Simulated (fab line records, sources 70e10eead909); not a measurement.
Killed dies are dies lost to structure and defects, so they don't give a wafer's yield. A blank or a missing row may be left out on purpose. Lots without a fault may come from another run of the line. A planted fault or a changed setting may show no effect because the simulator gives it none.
Chamber matching | flow nand_harc | NHARC_A_M0_CMP_23 on cmp-01: 4 sister chambers
The step polishes, t overpolish 20 s, target thk 113.75 nm. 7 wafers are shown with their chamber, then 7 later ones without.

WAFERS WITH THEIR CHAMBER
wafer  | chamber | motor_current_A (A) | time_to_endpoint_s (s)
L084.5 | 1       | 10.1                | 30.5
L084.6 | 0       | 14.3                | 29.7
L085.5 | 3       | 11.2                | 31.4
L090.4 | 1       | 10.4                | 30.1
L090.6 | 2       | 12.0                | 30.6
L092.2 | 0       | 15.0                | 30.5
L092.3 | 2       | 12.5                | 31.9

WAFERS WITHOUT THEIR CHAMBER
wafer  | motor_current_A (A) | time_to_endpoint_s (s)
L092.5 | 10.2                | 30.2
L092.1 | 11.4                | 29.6
L092.4 | 10.1                | 29.8
L092.6 | 13.8                | 30.1
L091.1 | 12.5                | 29.9
L091.3 | 11.4                | 31.6
L091.6 | 12.8                | 30.8

WHICH CHAMBER EACH WENT THROUGH
wafer  | from the rows above          | in truth
L092.5 | 1                            | 1
L092.1 | can't be placed: 3 or 1 or 2 | 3
L092.4 | 1                            | 1
L092.6 | 0                            | 0
L091.1 | can't be placed: 2 or 3      | 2
L091.3 | can't be placed: 3 or 2      | 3
L091.6 | 2                            | 2
Placed correctly: 4 of 7. Can't be placed from these rows: 3 (the true chamber is among the candidates in 3). Placed wrongly: 0.
How it was worked out, from the rows above alone: a wafer's distance from a chamber is the root of the sum, over the readings, of the square of ((its reading less the chamber's mean) divided by the reading's scatter). The wafer belongs to the nearest chamber; if the next one is less than 2 further off, it can't be placed. A chamber's mean is the mean of its shown wafers. The scatter: the root of (the sum of the squares of (reading less its chamber's mean) over the shown wafers, divided by (wafers less chambers)).
